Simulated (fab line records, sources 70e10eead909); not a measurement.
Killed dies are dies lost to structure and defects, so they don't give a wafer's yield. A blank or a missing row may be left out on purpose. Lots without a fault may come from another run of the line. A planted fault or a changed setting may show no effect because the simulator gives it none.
fab line records | flow nand_harc
record lots=13 wafers=39 last_day=25
route steps=1159 shown P_ZERO_WELL@56 P_STI@85
lots that met no fault: from a run of the same line without faults
start_h: hours from the record's first day to the start of the lot's first wafer shown | wait_h: hours since the lot's step before | " the same as in the row above | L1.1+2: a row that stands for several wafers | - no value, or no start given | * or withheld: withheld | < > ~ a bound
route shown NAME@n: a module of which the file shows steps, and the number in the route of the first | usual: mean/standard deviation of fault-free wafers | same: alike in all rows | chamber/n: place in a boat | sites: the reading at each site | _std_site: their standard deviation | _edge_site: outer sites' mean less inner sites' | radius_mm: how far each site lies from the wafer's centre | mask NAME#n: copy n | behind: the tool/chamber that last shaped the wafer | hold: why the lot was held/for how many hours/how that ended | device: the transistor (n, p or np) that didn't switch | end of line: the same wafers' tests at the end of the route | a step without rows: its recipe alone | killed: dies lost to structure and defects at the first sort, not the wafer's yield | map: a wafer's dies, x killed, . not, _ none there
set.NAME: the setting as run; set.NAME@STEP: as run at that earlier step | model.NAME: the simulator's own value behind a step, which no gauge read
steps of the route over a sample of lots; a table a step, a row a wafer
services: from which hour (start_h, from the record's first day; less than 0 if before it) a tool's chamber was out of use, for how many hours, and why
## steps
# step NHARC_P_ZERO_WELL_EXPOSE_49
# recipe na=0.6 target_cd_nm=2000 dose_mj=22.64 mask_id=P_HVPW
# columns lot.wafer tool chamber start_h wait_h mask
L840.4+5+6 krf_scanner-02 0 17.81 - P_HVPW#0
L841.3+5+6 krf_scanner-02 0 23.66 - P_HVPW#0
L842.1+4+6 krf_scanner-04 0 29.58 - P_HVPW#0
L843.1+3+5 krf_scanner-01 0 35.62 - P_HVPW#0
L844.2+5+6 krf_scanner-04 0 41.65 - P_HVPW#0
L846.1+2+3 krf_scanner-01 0 53.72 - P_HVPW#0
L849.2+4+5 krf_scanner-04 0 71.47 - P_HVPW#0
L851.4+5+6 krf_scanner-04 0 83.39 - P_HVPW#0
L852.1+2+3 krf_scanner-04 0 89.26 - P_HVPW#0
L853.4+5+6 krf_scanner-02 0 95.80 - P_HVPW#0
L854.4+5+6 krf_scanner-02 0 101.55 - P_HVPW_R1#0
L857.2+4+6 krf_scanner-04 0 119.53 - P_HVPW#0
L863.1+2+6 krf_scanner-02 0 155.75 - P_HVPW#0
# step NHARC_P_ZERO_WELL_CD_MEAS_52
# recipe target_cd_nm=2000 landing_energy_ev=500
# usual cd_nm=1999.7/1.3
# columns lot.wafer tool chamber start_h wait_h cd_nm
L840.4 cd_sem-01 0 17.96 - 1999.7
L840.5 " 0 " " 2000.1
L840.6 " 0 " " 1998.4
L841.3 cd_sem-02 0 23.81 - 1998.9
L841.5 " 0 " " 2000.4
L841.6 " 0 " " 1998.0
L842.1 cd_sem-03 0 29.74 - 2000.0
L842.4 " 0 " " 2001.9
L842.6 " 0 " " 1999.5
L843.1 cd_sem-02 0 35.79 - 2000.3
L843.3 " 0 " " 2001.4
L843.5 " 0 " " 2001.5
L844.2 cd_sem-01 0 41.82 - 1999.4
L844.5 " 0 " " 1999.7
L844.6 " 0 " " 1998.2
L846.1 cd_sem-03 0 53.88 - 1998.8
L846.2 " 0 " " 2000.9
L846.3 " 0 " " 2000.4
L849.2 cd_sem-02 0 71.62 - 2003.4
L849.4 " 0 " " 2002.2
L849.5 " 0 " " 2001.1
L851.4 cd_sem-01 0 83.53 - 2000.8
L851.5 " 0 " " 2000.8
L851.6 " 0 " " 2000.6
L852.1 cd_sem-02 0 89.41 - 1998.5
L852.2 " 0 " " 1998.3
L852.3 " 0 " " 1999.7
L853.4 cd_sem-02 0 95.95 - 1999.4
L853.5 " 0 " " 1999.0
L853.6 " 0 " " 2000.1
L854.4 cd_sem-02 0 101.70 - 1959.7
L854.5 " 0 " " 1958.6
L854.6 " 0 " " 1961.2
L857.2 cd_sem-02 0 119.68 - 1999.2
L857.4 " 0 " " 1999.8
L857.6 " 0 " " 1998.5
L863.1 cd_sem-02 0 155.91 - 2000.4
L863.2 " 0 " " 1999.7
L863.6 " 0 " " 1999.5
# step NHARC_P_ZERO_WELL_INSPECT_43
# usual raw_defect_count=13/5.3
# columns lot.wafer tool chamber start_h wait_h raw_defect_count
L840.4 defect_inspect-01 - 19.77 0.2 7
L840.5 " - " " 4
L840.6 " - " " 3
L841.3 defect_inspect-02 - 25.62 0.4 10
L841.5 " - " " 12
L841.6 " - " " 13
L842.1 defect_inspect-02 - 31.54 0.6 8
L842.4 " - " " 16
L842.6 " - " " 17
L843.1 defect_inspect-02 - 37.73 0.6 12
L843.3 " - " " 15
L843.5 " - " " 14
L844.2 defect_inspect-01 - 43.67 0.5 14
L844.5 " - " " 13
L844.6 " - " " 12
L846.1 defect_inspect-01 - 55.70 0.6 15
L846.2 " - " " 8
L846.3 " - " " 9
L849.2 defect_inspect-01 - 73.45 0.5 16
L849.4 " - " " 12
L849.5 " - " " 6
L851.4 defect_inspect-02 - 85.36 0.2 10
L851.5 " - " " 9
L851.6 " - " " 8
L852.1 defect_inspect-01 - 91.24 0.6 10
L852.2 " - " " 7
L852.3 " - " " 6
L853.4 defect_inspect-02 - 97.80 0.2 6
L853.5 " - " " 8
L853.6 " - " " 11
L854.4 defect_inspect-01 - 103.56 0.3 16
L854.5 " - " " 16
L854.6 " - " " 21
L857.2 defect_inspect-02 - 121.57 0.5 16
L857.4 " - " " 12
L857.6 " - " " 9
L863.1 defect_inspect-01 - 159.53 0.6 8
L863.2 " - " " 9
L863.6 " - " " 6
# step NHARC_P_STI_INSPECT_11
# usual raw_defect_count=5.3/2.8
# columns lot.wafer tool chamber start_h wait_h raw_defect_count
L840.4 defect_inspect-02 - 35.18 0.0 4
L840.5 " - " " 6
L840.6 " - " " 3
L841.3 defect_inspect-01 - 43.02 0.0 2
L841.5 " - " " 4
L841.6 " - " " 4
L843.1 defect_inspect-02 - 50.16 0.0 5
L843.3 " - " " 2
L843.5 " - " " 7
L842.1 defect_inspect-02 - 50.20 0.0 6
L842.4 " - " " 5
L842.6 " - " " 11
L844.2 defect_inspect-02 - 59.05 0.0 7
L844.5 " - " " 3
L844.6 " - " " 9
L846.1 defect_inspect-01 - 71.46 0.0 8
L846.2 " - " " 7
L846.3 " - " " 1
L849.2 defect_inspect-01 - 91.28 0.0 2
L849.4 " - " " 4
L849.5 " - " " 4
L851.4 defect_inspect-02 - 100.74 0.0 0
L851.5 " - " " 8
L851.6 " - " " 3
L852.1 defect_inspect-02 - 108.36 0.0 3
L852.2 " - " " 2
L852.3 " - " " 4
L853.4 defect_inspect-01 - 115.51 0.0 3
L853.5 " - " " 7
L853.6 " - " " 4
L854.4 defect_inspect-02 - 115.56 0.0 2
L854.5 " - " " 3
L854.6 " - " " 0
L857.2 defect_inspect-02 - 137.07 0.0 10
L857.4 " - " " 7
L857.6 " - " " 7
L863.1 defect_inspect-01 - 176.29 0.0 5
L863.2 " - " " 3
L863.6 " - " " 9
# step NHARC_P_STI_DESCUM_14
# recipe time_s=3 o2_flow_sccm=200 ar_flow_sccm=0 bias_power_w=0 chemistry=O2
# usual drypump_motor_current_A=5.6/0.45 o2_flow_sccm=200.0/0.58 oes_product_au=1.001/0.0081 rf_vpp_V=57.9/0.88 showerhead_plenum_p_Torr=1.95/0.072 throttle_valve_pct=11.311/0.0089
# columns lot.wafer tool chamber start_h wait_h drypump_motor_current_A o2_flow_sccm oes_product_au rf_hours_counter_h rf_vpp_V showerhead_plenum_p_Torr throttle_valve_pct
L840.4 rie_diel-06 1 35.34 - 5.8 200.7 1.010 - 58.2 1.81 11.294
L840.6 " 3 " " 5.3 200.2 0.994 - 57.1 1.95 11.321
L840.5 " 0 " " 4.8 199.4 1.019 - 57.5 1.93 11.321
L841.3 rie_diel-07 1 43.16 - 6.3 200.2 1.018 3.6 57.4 1.86 11.311
L841.5 " 0 " " 6.3 199.3 1.017 - 57.9 1.94 11.315
L841.6 " 1 " " 6.3 199.5 1.018 - 57.9 1.86 11.285
L843.1 rie_diel-06 3 50.30 - 5.3 199.7 0.992 5.4 58.0 1.95 11.296
L843.3 " 0 " " 4.8 199.2 0.994 5.2 57.7 1.93 11.319
L843.5 " 0 " " 4.8 199.9 0.998 - 58.7 1.93 11.307
L842.4 rie_diel-01 2 50.33 - 5.3 200.7 1.012 4.7 59.2 2.07 11.317
L842.1 " 1 " " 5.3 200.9 1.004 4.5 57.1 1.93 11.306
L842.6 " 2 " " 5.3 200.2 1.010 - 58.4 2.07 11.319
L844.2 rie_diel-06 3 59.20 - 5.3 198.9 0.987 5.8 57.5 1.95 11.315
L844.6 " 1 " " 5.8 201.4 1.014 - 58.0 1.81 11.310
L844.5 " 2 " " 6.3 200.2 1.000 - 56.6 1.90 11.302
L846.1 rie_diel-07 3 71.59 - 5.7 200.0 1.005 0.1 58.5 1.93 11.297
L846.2 " 0 " " 6.3 200.8 0.988 0.1 57.9 1.94 11.323
L846.3 " 1 " " 6.3 199.5 0.995 0.1 58.2 1.86 11.313
L849.4 rie_diel-01 1 91.42 - 5.3 200.2 0.999 6.6 58.6 1.93 11.308
L849.2 " 2 " " 5.3 199.8 1.004 6.6 56.9 2.07 11.306
L849.5 " 1 " " 5.4 199.7 1.002 - 56.3 1.93 11.314
L851.4 rie_diel-07 0 100.88 - 6.2 199.7 0.992 0.7 57.9 1.94 11.290
L851.6 " 3 " " 5.7 201.5 0.994 - 57.1 1.93 11.306
L851.5 " 0 " " 6.2 199.5 0.999 - 56.3 1.94 11.304
L852.1 rie_diel-01 3 108.50 - 5.4 199.0 0.999 8.6 56.6 1.94 11.312
L852.2 " 0 " " 5.5 200.3 0.998 8.7 57.8 2.05 11.314
L852.3 " 1 " " 5.3 199.6 0.992 8.2 58.2 1.93 11.307
L853.4 rie_diel-06 0 115.68 - 4.8 201.3 1.003 - 57.2 1.92 11.306
L853.5 " 1 " " 5.8 199.6 1.000 - 57.4 1.81 11.305
L853.6 " 3 " " 5.3 200.1 0.998 - 58.0 1.95 11.309
L854.4 rie_diel-07 1 115.72 - 6.3 200.0 1.010 1.2 58.6 1.86 11.325
L854.5 " 2 " " 5.1 199.8 1.006 - 59.6 2.00 11.314
L854.6 " 3 " " 5.8 200.1 1.002 - 58.3 1.93 11.306
L857.2 rie_diel-01 2 137.22 - 5.3 200.4 1.005 9.0 57.0 2.07 11.311
L857.4 " 3 " " 5.5 199.7 1.003 9.8 58.8 1.94 11.309
L857.6 " 1 " " 5.4 201.0 0.990 - 58.0 1.93 11.302
L863.2 rie_diel-07 1 176.44 - 6.3 200.2 1.010 2.6 57.9 1.86 11.294
L863.1 " 3 " " 5.7 200.3 0.996 2.5 58.0 1.93 11.334
L863.6 " 0 " " 6.2 200.9 0.998 - 57.0 1.94 11.308
## services
# columns tool chamber start_h hours kind
krf_scanner-04 - -2.56 3.2 repair
rie_diel-07 0 5.70 - clean
rie_diel-07 1 5.70 - clean
rie_diel-07 2 5.70 - clean
rie_diel-07 3 5.70 - clean
rie_diel-06 0 13.41 5.6 repair
rie_diel-06 2 26.57 11.1 repair
rie_diel-01 1 27.82 10.5 repair
rie_diel-07 - 30.15 0.3 repair
krf_scanner-02 - 38.04 4.0 pm
rie_diel-07 - 51.20 9.0 pm
rie_diel-01 2 52.52 8.0 repair
rie_diel-06 - 64.20 9.0 pm
krf_scanner-01 - 84.00 4.0 pm
rie_diel-01 - 92.26 1.7 repair
rie_diel-01 2 95.81 3.3 repair
rie_diel-06 2 112.25 7.4 repair
krf_scanner-01 - 114.01 4.0 repair
krf_scanner-04 - 126.00 4.0 pm
krf_scanner-04 - 135.31 7.7 repair
rie_diel-06 2 137.44 7.2 repair
rie_diel-01 - 137.80 9.0 pm
krf_scanner-04 - 145.20 0.4 repair
rie_diel-01 1 156.94 8.5 repair
## key
first_sign step=NHARC_P_ZERO_WELL_EXPOSE_49 reading=mask direction=changed
effect step=NHARC_P_ZERO_WELL_CD_MEAS_52 reading=cd_nm direction=down sigmas=30 usual=1999.7 struck=1959.9
met_at NHARC_P_ZERO_WELL_EXPOSE_49
struck_lots L854
tester_left_out L854
not_acting_at NHARC_P_ZERO_WELL_INSPECT_43,NHARC_P_STI_INSPECT_11,NHARC_P_STI_DESCUM_14
onset_between 95.80 101.55
fault kind=wrong_mask tool=any chamber=- onset_h=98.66 steps=NHARC_P_ZERO_WELL_EXPOSE_49 aux_copy=P_HVPW_R1#0 cd_offset_nm=-38.99 scope=struck_lots_only
# tester_left_out: of these lots the tester's yield and bins aren't shown, on N5 and GAA mostly nor the transistor test; their killed dies are dies lost to structure and defects alone, not to doping, threshold or leakage, so they don't give the yield
